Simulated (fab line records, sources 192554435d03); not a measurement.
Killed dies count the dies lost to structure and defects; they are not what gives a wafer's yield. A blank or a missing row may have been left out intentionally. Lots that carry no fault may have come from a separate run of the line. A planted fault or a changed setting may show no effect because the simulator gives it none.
Matching of chambers -- flow n5Finfet -- N5_FIN_SAQP_STRIP_77 on rieDiel-05: 4 sister chambers
The step strips in N2/H2, time 90 s. 4 wafers are shown with their chamber, then 7 later ones without.

## WAFERS, EACH WITH ITS CHAMBER
wafer,chamber,drypumpMotorCurrentA (A)
L616.1,1,5.8
L619.5,3,5.7
L624.2,2,5.2
L624.3,0,6.6

## WAFERS WHOSE CHAMBER IS MISSING
wafer,drypumpMotorCurrentA (A)
L624.5,5.7
L625.2,5.1
L625.3,5.7
L625.5,5.7
L626.1,5.7
L626.2,5.1
L626.3,5.7

## WHICH CHAMBER EACH WENT THROUGH
wafer,from the rows above,in truth
L624.5,can't be placed: 3 or 1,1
L625.2,2,2
L625.3,can't be placed: 3 or 1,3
L625.5,can't be placed: 3 or 1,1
L626.1,can't be placed: 3 or 1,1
L626.2,2,2
L626.3,can't be placed: 3 or 1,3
Correct placement for 2 of the 7. From these rows, 5 cannot be placed; in 5 the true chamber is one of the candidates. 0 placed wrongly.
How it was worked out, from the rows above alone: a wafer's distance from a chamber is the root of the sum, over the readings, of the square of ((its reading less the chamber's mean) divided by the reading's scatter). If the next closest chamber is less than 2 further off than the closest, the wafer can't be placed; otherwise it belongs to the closest. Each chamber's mean is taken over the wafers shown for it. The scatter: root of mean squared gap, hidden wafer to nearest shown wafer, with one shown wafer a chamber.
